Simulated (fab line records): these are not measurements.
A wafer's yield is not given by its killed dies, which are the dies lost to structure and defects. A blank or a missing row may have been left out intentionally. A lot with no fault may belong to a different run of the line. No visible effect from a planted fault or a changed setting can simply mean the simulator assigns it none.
Which tool is to blame? / flow nand-harc / 14 lots with 42 wafers sampled at 4 steps, on a route of 1159 steps

== WHAT EACH GAUGE READ, for each wafer ==
NHARC_P_START_INSPECT_01.
lot=L196; measured=day 1 12:02; on=defect-inspect-01; raw-defect-count=4 1 4
lot=L197; measured=day 1 18:02; on=defect-inspect-01; raw-defect-count=8 2 2
lot=L198; measured=day 2 00:03; on=defect-inspect-02; raw-defect-count=4 4 3
lot=L199; measured=day 2 06:02; on=defect-inspect-02; raw-defect-count=2 3 2
lot=L200; measured=day 2 12:03; on=defect-inspect-01; raw-defect-count=2 5 3
lot=L202; measured=day 3 00:02; on=defect-inspect-01; raw-defect-count=1 4 4
lot=L203; measured=day 3 06:03; on=defect-inspect-02; raw-defect-count=6 6 1
lot=L211; measured=day 5 06:02; on=defect-inspect-01; raw-defect-count=1 1 4
lot=L212; measured=day 5 12:02; on=defect-inspect-02; raw-defect-count=9 1 7
lot=L214; measured=day 6 00:02; on=defect-inspect-01; raw-defect-count=7 2 3
lot=L215; measured=day 6 06:02; on=defect-inspect-01; raw-defect-count=5 4 6
lot=L216; measured=day 6 12:03; on=defect-inspect-02; raw-defect-count=2 4 8
lot=L218; measured=day 7 00:02; on=defect-inspect-01; raw-defect-count=4 3 4
lot=L219; measured=day 7 06:02; on=defect-inspect-02; raw-defect-count=3 2 4

NHARC_P_GATE_CD_MEAS_11: the cd target is 1640 nm.
lot=L196; measured=day 3 21:52; on=cd-sem-03; cd-nm (nm)=1640.0 1638.4 1637.6
lot=L197; measured=day 3 21:42; on=cd-sem-03; cd-nm (nm)=1637.2 1639.9 1637.0
lot=L198; measured=day 4 15:37; on=cd-sem-01; cd-nm (nm)=1641.5 1638.2 1637.0
lot=L199; measured=day 4 15:34; on=cd-sem-01; cd-nm (nm)=1636.9 1639.0 1636.6
lot=L200; measured=day 5 00:59; on=cd-sem-01; cd-nm (nm)=1639.3 1636.2 1636.2
lot=L211; measured=day 7 23:44; on=cd-sem-02; cd-nm (nm)=1642.9 1637.9 1637.6
lot=L212; measured=day 8 06:10; on=cd-sem-02; cd-nm (nm)=1637.8 1638.1 1639.7
lot=L214; measured=day 8 15:12; on=cd-sem-02; cd-nm (nm)=1638.3 1638.5 1641.3
lot=L215; measured=day 8 15:14; on=cd-sem-03; cd-nm (nm)=1636.7 1636.7 1637.1
lot=L216; measured=day 9 04:30; on=cd-sem-01; cd-nm (nm)=1642.1 1638.2 1640.1
lot=L218; measured=day 9 18:50; on=cd-sem-01; cd-nm (nm)=1637.8 1636.6 1636.0
lot=L219; measured=day 9 18:59; on=cd-sem-03; cd-nm (nm)=1637.2 1638.0 1635.5

== WHICH TOOL RAN EACH LOT (tool, then ch and the chambers of the sampled wafers, then the start) ==
lot=L196; NHARC_P_ZERO_WELL_DEVELOP_51=litho-track-03 ch 0, day 1 17:00; NHARC_P_STI_ETCH_15=rie-si-06 ch 0,1,2, day 2 14:06
lot=L197; NHARC_P_ZERO_WELL_DEVELOP_51=litho-track-07 ch 0, day 1 23:00; NHARC_P_STI_ETCH_15=rie-si-03 ch 1,2,3, day 2 14:01
lot=L198; NHARC_P_ZERO_WELL_DEVELOP_51=litho-track-07 ch 0, day 2 05:00; NHARC_P_STI_ETCH_15=rie-si-01 ch 0,1, day 3 02:33
lot=L199; NHARC_P_ZERO_WELL_DEVELOP_51=litho-track-05 ch 0, day 2 11:00; NHARC_P_STI_ETCH_15=rie-si-03 ch 0,3, day 3 02:37
lot=L200; NHARC_P_ZERO_WELL_DEVELOP_51=litho-track-07 ch 0, day 2 17:00; NHARC_P_STI_ETCH_15=rie-si-03 ch 0,2,3, day 3 11:38
lot=L202; NHARC_P_ZERO_WELL_DEVELOP_51=litho-track-05, day 3 05:00; NHARC_P_STI_ETCH_15=-
lot=L203; NHARC_P_ZERO_WELL_DEVELOP_51=litho-track-07, day 3 11:00; NHARC_P_STI_ETCH_15=-
lot=L211; NHARC_P_ZERO_WELL_DEVELOP_51=litho-track-05 ch 0, day 5 11:00; NHARC_P_STI_ETCH_15=rie-si-03 ch 0,1,2, day 6 06:33
lot=L212; NHARC_P_ZERO_WELL_DEVELOP_51=litho-track-07 ch 0, day 5 17:00; NHARC_P_STI_ETCH_15=rie-si-03 ch 0,1,2, day 6 14:39
lot=L214; NHARC_P_ZERO_WELL_DEVELOP_51=litho-track-07 ch 0, day 6 05:00; NHARC_P_STI_ETCH_15=rie-si-03 ch 1,2,3, day 7 01:23
lot=L215; NHARC_P_ZERO_WELL_DEVELOP_51=litho-track-05 ch 0, day 6 11:00; NHARC_P_STI_ETCH_15=rie-si-06 ch 1,2, day 7 06:00
lot=L216; NHARC_P_ZERO_WELL_DEVELOP_51=litho-track-07 ch 0, day 6 17:00; NHARC_P_STI_ETCH_15=rie-si-06 ch 0,1,3, day 7 14:02
lot=L218; NHARC_P_ZERO_WELL_DEVELOP_51=litho-track-07 ch 0, day 7 05:00; NHARC_P_STI_ETCH_15=rie-si-01 ch 1,2, day 8 01:53
lot=L219; NHARC_P_ZERO_WELL_DEVELOP_51=litho-track-05 ch 0, day 7 11:00; NHARC_P_STI_ETCH_15=rie-si-06 ch 2,3, day 8 01:50
- NHARC_P_ZERO_WELL_DEVELOP_51: time 70 s.
- NHARC_P_STI_ETCH_15: etches the open film in HBr/Cl2, target depth 300 nm, time 100.1 s.

== AS READ BY THE TOOLS THEMSELVES (means over the sampled wafers that have a number; for cases with no such wafer, the mark the record gives instead) ==
NHARC_P_ZERO_WELL_DEVELOP_51.
lot=L196; tool=litho-track-03; chill-plate-temp-C (C)=22.88; exhaust-pa (Pa)=45.2
lot=L197; tool=litho-track-07; chill-plate-temp-C (C)=22.94; exhaust-pa (Pa)=44.4
lot=L198; tool=litho-track-07; chill-plate-temp-C (C)=22.95; exhaust-pa (Pa)=45.6
lot=L199; tool=litho-track-05; chill-plate-temp-C (C)=22.98; exhaust-pa (Pa)=44.4
lot=L200; tool=litho-track-07; chill-plate-temp-C (C)=23.11; exhaust-pa (Pa)=45.1
lot=L202; tool=litho-track-05; chill-plate-temp-C (C)=-; exhaust-pa (Pa)=-
lot=L203; tool=litho-track-07; chill-plate-temp-C (C)=-; exhaust-pa (Pa)=-
lot=L211; tool=litho-track-05; chill-plate-temp-C (C)=23.06; exhaust-pa (Pa)=45.7
lot=L212; tool=litho-track-07; chill-plate-temp-C (C)=23.07; exhaust-pa (Pa)=44.9
lot=L214; tool=litho-track-07; chill-plate-temp-C (C)=22.91; exhaust-pa (Pa)=44.3
lot=L215; tool=litho-track-05; chill-plate-temp-C (C)=23.06; exhaust-pa (Pa)=46.5
lot=L216; tool=litho-track-07; chill-plate-temp-C (C)=23.10; exhaust-pa (Pa)=44.9
lot=L218; tool=litho-track-07; chill-plate-temp-C (C)=22.95; exhaust-pa (Pa)=45.4
lot=L219; tool=litho-track-05; chill-plate-temp-C (C)=22.98; exhaust-pa (Pa)=45.4

NHARC_P_STI_ETCH_15.
lot=L196; tool=rie-si-06; drypump-motor-current-A (A)=5.7; hbr-flow-sccm (sccm)=149.9; oes-product-au (a.u.)=1.007; throttle-valve-pct (%)=26.395
lot=L197; tool=rie-si-03; drypump-motor-current-A (A)=5.5; hbr-flow-sccm (sccm)=149.9; oes-product-au (a.u.)=0.994; throttle-valve-pct (%)=26.398
lot=L198; tool=rie-si-01; drypump-motor-current-A (A)=5.3; hbr-flow-sccm (sccm)=150.2; oes-product-au (a.u.)=1.005; throttle-valve-pct (%)=26.401
lot=L199; tool=rie-si-03; drypump-motor-current-A (A)=5.7; hbr-flow-sccm (sccm)=149.7; oes-product-au (a.u.)=0.995; throttle-valve-pct (%)=26.411
lot=L200; tool=rie-si-03; drypump-motor-current-A (A)=5.5; hbr-flow-sccm (sccm)=150.2; oes-product-au (a.u.)=0.996; throttle-valve-pct (%)=26.401
lot=L211; tool=rie-si-03; drypump-motor-current-A (A)=5.5; hbr-flow-sccm (sccm)=150.2; oes-product-au (a.u.)=0.991; throttle-valve-pct (%)=26.413
lot=L212; tool=rie-si-03; drypump-motor-current-A (A)=5.5; hbr-flow-sccm (sccm)=149.9; oes-product-au (a.u.)=0.994; throttle-valve-pct (%)=26.404
lot=L214; tool=rie-si-03; drypump-motor-current-A (A)=5.5; hbr-flow-sccm (sccm)=149.6; oes-product-au (a.u.)=0.990; throttle-valve-pct (%)=26.405
lot=L215; tool=rie-si-06; drypump-motor-current-A (A)=5.6; hbr-flow-sccm (sccm)=150.9; oes-product-au (a.u.)=1.008; throttle-valve-pct (%)=26.401
lot=L216; tool=rie-si-06; drypump-motor-current-A (A)=5.4; hbr-flow-sccm (sccm)=150.0; oes-product-au (a.u.)=0.996; throttle-valve-pct (%)=26.405
lot=L218; tool=rie-si-01; drypump-motor-current-A (A)=5.7; hbr-flow-sccm (sccm)=150.3; oes-product-au (a.u.)=0.998; throttle-valve-pct (%)=26.401
lot=L219; tool=rie-si-06; drypump-motor-current-A (A)=5.4; hbr-flow-sccm (sccm)=150.2; oes-product-au (a.u.)=1.004; throttle-valve-pct (%)=26.407

== THE ANSWER, worked out from the rows above alone ==
Rule: the usual values come from the lots themselves. The widest of any qualifying gaps counts: lots, ordered by their means at a reading, are off when they make up no more than a third of the lots, leave a main group of 4 or more, and stand apart from it by 3 or more times the standard deviation of that group's means. If all means in a main group match to the digits the tables above print for the reading, that group is not used. A lot without any number at a reading at which 4 lots or more have one is off too. Where the step has rows for the other lots, those lots are counted as sound. After the gauges, taken in route order, come the tools' own readings; for these a lot's mean is taken, as printed above. At the first step where some lot is off, the reading lying furthest off is the one used; lots without a number count as furthest.
Off, at NHARC_P_ZERO_WELL_DEVELOP_51 on chill-plate-temp-C: L202, L203. Without a number there: L202, L203. For the main group the mean is 23.00 C and the standard deviation 0.074.
If a tool, at that step or one of the process steps before it, ran each lot that is off and ran no sound lot following the first of them, it fits. Not one of the candidates tried fits.

== WHAT HAD BEEN PUT IN BY THE SIMULATOR ==
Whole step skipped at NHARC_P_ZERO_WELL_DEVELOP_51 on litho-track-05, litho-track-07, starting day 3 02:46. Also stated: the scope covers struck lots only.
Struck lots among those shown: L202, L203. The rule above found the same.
